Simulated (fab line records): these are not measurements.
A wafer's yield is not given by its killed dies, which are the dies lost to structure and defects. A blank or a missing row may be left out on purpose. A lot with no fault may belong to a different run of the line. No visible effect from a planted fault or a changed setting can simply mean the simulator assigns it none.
Split-lot experiment :: flow n5_finfet :: on a route of 1938 steps: 7 lots, 39 wafers read

SPLIT DETAILS
At N5_MOL_CONTACT_COAG_ALD_133 (deposits SiO2, target thk 5 nm, pulse time 1 s, co reactant pulse time 1 s), the setting ald_cycles was moved away from the recipe's 35 on 15 of the 39 wafers read, by -54.3% to -17.1%. All remaining wafers had this setting at the recipe value.

The reading comes from the split's own step.

THE READING
SiO2_of_MOL_CONTACT_COAG_ALD_133.thk_nm (the simulator's own value, which no gauge read), in nm, at N5_MOL_CONTACT_COAG_ALD_133 (deposits SiO2, target thk 5 nm, pulse time 1 s, co reactant pulse time 1 s). There is no usual value for it anywhere in the file.

wafer: L077.1
tool, chamber at the split: ald_sin-02, 1,2,2
ald_cycles as run: 25
against the recipe: -28.6%
SiO2_of_MOL_CONTACT_COAG_ALD_133.thk_nm, nm: 3.6
against lot-mates on the recipe: -1.4

wafer: L077.3
tool, chamber at the split: ald_sin-02, 1,2,2
ald_cycles as run: 25
against the recipe: -28.6%
SiO2_of_MOL_CONTACT_COAG_ALD_133.thk_nm, nm: 3.6
against lot-mates on the recipe: -1.4

wafer: L077.5
tool, chamber at the split: ald_sin-02, 1,2,2
ald_cycles as run: 25
against the recipe: -28.6%
SiO2_of_MOL_CONTACT_COAG_ALD_133.thk_nm, nm: 3.6
against lot-mates on the recipe: -1.4

wafer: L077.2
tool, chamber at the split: ald_sin-02, 2,1,1
ald_cycles as run: 35
against the recipe: recipe
SiO2_of_MOL_CONTACT_COAG_ALD_133.thk_nm, nm: 5
against lot-mates on the recipe: -

wafer: L077.4
tool, chamber at the split: ald_sin-02, 2,1,1
ald_cycles as run: 35
against the recipe: recipe
SiO2_of_MOL_CONTACT_COAG_ALD_133.thk_nm, nm: 5
against lot-mates on the recipe: -

wafer: L077.6
tool, chamber at the split: ald_sin-02, 2,1,1
ald_cycles as run: 35
against the recipe: recipe
SiO2_of_MOL_CONTACT_COAG_ALD_133.thk_nm, nm: 5
against lot-mates on the recipe: -

wafer: L081.1
tool, chamber at the split: ald_sin-03, 2,3,1
ald_cycles as run: 35
against the recipe: recipe
SiO2_of_MOL_CONTACT_COAG_ALD_133.thk_nm, nm: 5
against lot-mates on the recipe: -

wafer: L081.2
tool, chamber at the split: ald_sin-03, 2,3,1
ald_cycles as run: 35
against the recipe: recipe
SiO2_of_MOL_CONTACT_COAG_ALD_133.thk_nm, nm: 5
against lot-mates on the recipe: -

wafer: L081.5
tool, chamber at the split: ald_sin-03, 2,3,1
ald_cycles as run: 35
against the recipe: recipe
SiO2_of_MOL_CONTACT_COAG_ALD_133.thk_nm, nm: 5
against lot-mates on the recipe: -

wafer: L081.3
tool, chamber at the split: ald_sin-03, 0,1,0
ald_cycles as run: 29
against the recipe: -17.1%
SiO2_of_MOL_CONTACT_COAG_ALD_133.thk_nm, nm: 4.2
against lot-mates on the recipe: -0.8

wafer: L081.4
tool, chamber at the split: ald_sin-03, 0,1,0
ald_cycles as run: 29
against the recipe: -17.1%
SiO2_of_MOL_CONTACT_COAG_ALD_133.thk_nm, nm: 4.2
against lot-mates on the recipe: -0.8

wafer: L081.6
tool, chamber at the split: ald_sin-03, 0,1,0
ald_cycles as run: 29
against the recipe: -17.1%
SiO2_of_MOL_CONTACT_COAG_ALD_133.thk_nm, nm: 4.2
against lot-mates on the recipe: -0.8

wafer: L082.2
tool, chamber at the split: ald_sin-04, 3,0,2
ald_cycles as run: 35
against the recipe: recipe
SiO2_of_MOL_CONTACT_COAG_ALD_133.thk_nm, nm: 5
against lot-mates on the recipe: -

wafer: L082.3
tool, chamber at the split: ald_sin-04, 3,0,2
ald_cycles as run: 35
against the recipe: recipe
SiO2_of_MOL_CONTACT_COAG_ALD_133.thk_nm, nm: 5
against lot-mates on the recipe: -

wafer: L082.5
tool, chamber at the split: ald_sin-04, 3,0,2
ald_cycles as run: 35
against the recipe: recipe
SiO2_of_MOL_CONTACT_COAG_ALD_133.thk_nm, nm: 5
against lot-mates on the recipe: -

wafer: L088.1
tool, chamber at the split: ald_sin-04, 0,3,2,1,1,0
ald_cycles as run: 35
against the recipe: recipe
SiO2_of_MOL_CONTACT_COAG_ALD_133.thk_nm, nm: 5
against lot-mates on the recipe: -

wafer: L088.2
tool, chamber at the split: ald_sin-04, 0,3,2,1,1,0
ald_cycles as run: 35
against the recipe: recipe
SiO2_of_MOL_CONTACT_COAG_ALD_133.thk_nm, nm: 5
against lot-mates on the recipe: -

wafer: L088.3
tool, chamber at the split: ald_sin-04, 0,3,2,1,1,0
ald_cycles as run: 35
against the recipe: recipe
SiO2_of_MOL_CONTACT_COAG_ALD_133.thk_nm, nm: 5
against lot-mates on the recipe: -

wafer: L088.4
tool, chamber at the split: ald_sin-04, 0,3,2,1,1,0
ald_cycles as run: 35
against the recipe: recipe
SiO2_of_MOL_CONTACT_COAG_ALD_133.thk_nm, nm: 5
against lot-mates on the recipe: -

wafer: L088.5
tool, chamber at the split: ald_sin-04, 0,3,2,1,1,0
ald_cycles as run: 35
against the recipe: recipe
SiO2_of_MOL_CONTACT_COAG_ALD_133.thk_nm, nm: 5
against lot-mates on the recipe: -

wafer: L088.6
tool, chamber at the split: ald_sin-04, 0,3,2,1,1,0
ald_cycles as run: 35
against the recipe: recipe
SiO2_of_MOL_CONTACT_COAG_ALD_133.thk_nm, nm: 5
against lot-mates on the recipe: -

wafer: L091.1
tool, chamber at the split: ald_sin-02, 3,0,2
ald_cycles as run: 35
against the recipe: recipe
SiO2_of_MOL_CONTACT_COAG_ALD_133.thk_nm, nm: 5
against lot-mates on the recipe: -

wafer: L091.2
tool, chamber at the split: ald_sin-02, 3,0,2
ald_cycles as run: 35
against the recipe: recipe
SiO2_of_MOL_CONTACT_COAG_ALD_133.thk_nm, nm: 5
against lot-mates on the recipe: -

wafer: L091.4
tool, chamber at the split: ald_sin-02, 3,0,2
ald_cycles as run: 35
against the recipe: recipe
SiO2_of_MOL_CONTACT_COAG_ALD_133.thk_nm, nm: 5
against lot-mates on the recipe: -

wafer: L091.3
tool, chamber at the split: ald_sin-02, 1,3,0
ald_cycles as run: 25
against the recipe: -28.6%
SiO2_of_MOL_CONTACT_COAG_ALD_133.thk_nm, nm: 3.6
against lot-mates on the recipe: -1.4

wafer: L091.5
tool, chamber at the split: ald_sin-02, 1,3,0
ald_cycles as run: 25
against the recipe: -28.6%
SiO2_of_MOL_CONTACT_COAG_ALD_133.thk_nm, nm: 3.6
against lot-mates on the recipe: -1.4

wafer: L091.6
tool, chamber at the split: ald_sin-02, 1,3,0
ald_cycles as run: 25
against the recipe: -28.6%
SiO2_of_MOL_CONTACT_COAG_ALD_133.thk_nm, nm: 3.6
against lot-mates on the recipe: -1.4

wafer: L096.1
tool, chamber at the split: ald_sin-04, 3,2,1
ald_cycles as run: 27
against the recipe: -22.9%
SiO2_of_MOL_CONTACT_COAG_ALD_133.thk_nm, nm: 3.8
against lot-mates on the recipe: -1.2

wafer: L096.4
tool, chamber at the split: ald_sin-04, 3,2,1
ald_cycles as run: 27
against the recipe: -22.9%
SiO2_of_MOL_CONTACT_COAG_ALD_133.thk_nm, nm: 3.8
against lot-mates on the recipe: -1.2

wafer: L096.5
tool, chamber at the split: ald_sin-04, 3,2,1
ald_cycles as run: 27
against the recipe: -22.9%
SiO2_of_MOL_CONTACT_COAG_ALD_133.thk_nm, nm: 3.8
against lot-mates on the recipe: -1.2

wafer: L096.2
tool, chamber at the split: ald_sin-04, 1,0,0
ald_cycles as run: 35
against the recipe: recipe
SiO2_of_MOL_CONTACT_COAG_ALD_133.thk_nm, nm: 5
against lot-mates on the recipe: -

wafer: L096.3
tool, chamber at the split: ald_sin-04, 1,0,0
ald_cycles as run: 35
against the recipe: recipe
SiO2_of_MOL_CONTACT_COAG_ALD_133.thk_nm, nm: 5
against lot-mates on the recipe: -

wafer: L096.6
tool, chamber at the split: ald_sin-04, 1,0,0
ald_cycles as run: 35
against the recipe: recipe
SiO2_of_MOL_CONTACT_COAG_ALD_133.thk_nm, nm: 5
against lot-mates on the recipe: -

wafer: L097.1
tool, chamber at the split: ald_sin-03, 0,3,1
ald_cycles as run: 16
against the recipe: -54.3%
SiO2_of_MOL_CONTACT_COAG_ALD_133.thk_nm, nm: 2.2
against lot-mates on the recipe: -2.8

wafer: L097.3
tool, chamber at the split: ald_sin-03, 0,3,1
ald_cycles as run: 16
against the recipe: -54.3%
SiO2_of_MOL_CONTACT_COAG_ALD_133.thk_nm, nm: 2.2
against lot-mates on the recipe: -2.8

wafer: L097.4
tool, chamber at the split: ald_sin-03, 0,3,1
ald_cycles as run: 16
against the recipe: -54.3%
SiO2_of_MOL_CONTACT_COAG_ALD_133.thk_nm, nm: 2.2
against lot-mates on the recipe: -2.8

wafer: L097.2
tool, chamber at the split: ald_sin-03, 2,0,3
ald_cycles as run: 35
against the recipe: recipe
SiO2_of_MOL_CONTACT_COAG_ALD_133.thk_nm, nm: 5
against lot-mates on the recipe: -

wafer: L097.5
tool, chamber at the split: ald_sin-03, 2,0,3
ald_cycles as run: 35
against the recipe: recipe
SiO2_of_MOL_CONTACT_COAG_ALD_133.thk_nm, nm: 5
against lot-mates on the recipe: -

wafer: L097.6
tool, chamber at the split: ald_sin-03, 2,0,3
ald_cycles as run: 35
against the recipe: recipe
SiO2_of_MOL_CONTACT_COAG_ALD_133.thk_nm, nm: 5
against lot-mates on the recipe: -
Where a row lists several chambers, the file gives one row for several wafers and doesn't say which wafer went through which chamber.

FIT RESULTS
A straight line over all 39 wafers: SiO2_of_MOL_CONTACT_COAG_ALD_133.thk_nm changes by +0.0508 nm for each +1% of ald_cycles; r = +1.00; the points scatter about the line by 0.032 nm.
The same after taking each lot's own level away (the mean of its wafers on the recipe; 39 wafers): +0.0508 nm for each +1%; r = +1.00; scatter 0.032 nm.
Per that fit: largest ald_cycles move, reading shift of 2.8 nm.
The lots' own levels span 5.00 to 5.00 nm.
Hence the lot-to-lot level has little effect on the slope; both slopes agree.
Check: with one of the wafers moved furthest among these (-54.3%) left out of the fit, the line predicts -2.74 nm for it against its lot-mates. It came out at -2.8 nm against them.

THESE WAFERS: OTHER SPLITS
These wafers also went through other splits before the reading. Each is held against what the fit with the lots' levels taken away leaves over:
other split on the same wafers: N5_FIN_SAQP_HM_DEP_72 time_s
wafers away from the commonest value: 12
r with SiO2_of_MOL_CONTACT_COAG_ALD_133.thk_nm (lot level and that fit taken away): -0.04

other split on the same wafers: N5_SD_EPI_N_EPI_21 time_s
wafers away from the commonest value: 15
r with SiO2_of_MOL_CONTACT_COAG_ALD_133.thk_nm (lot level and that fit taken away): +0.00

other split on the same wafers: N5_HKMG_FIN_ALD_21 ald_cycles
wafers away from the commonest value: 18
r with SiO2_of_MOL_CONTACT_COAG_ALD_133.thk_nm (lot level and that fit taken away): +0.02

THE FILE'S OWN FIT
SiO2_of_MOL_CONTACT_COAG_ALD_133.thk_nm changes by +0.0506 nm for each +1% of ald_cycles, r = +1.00.
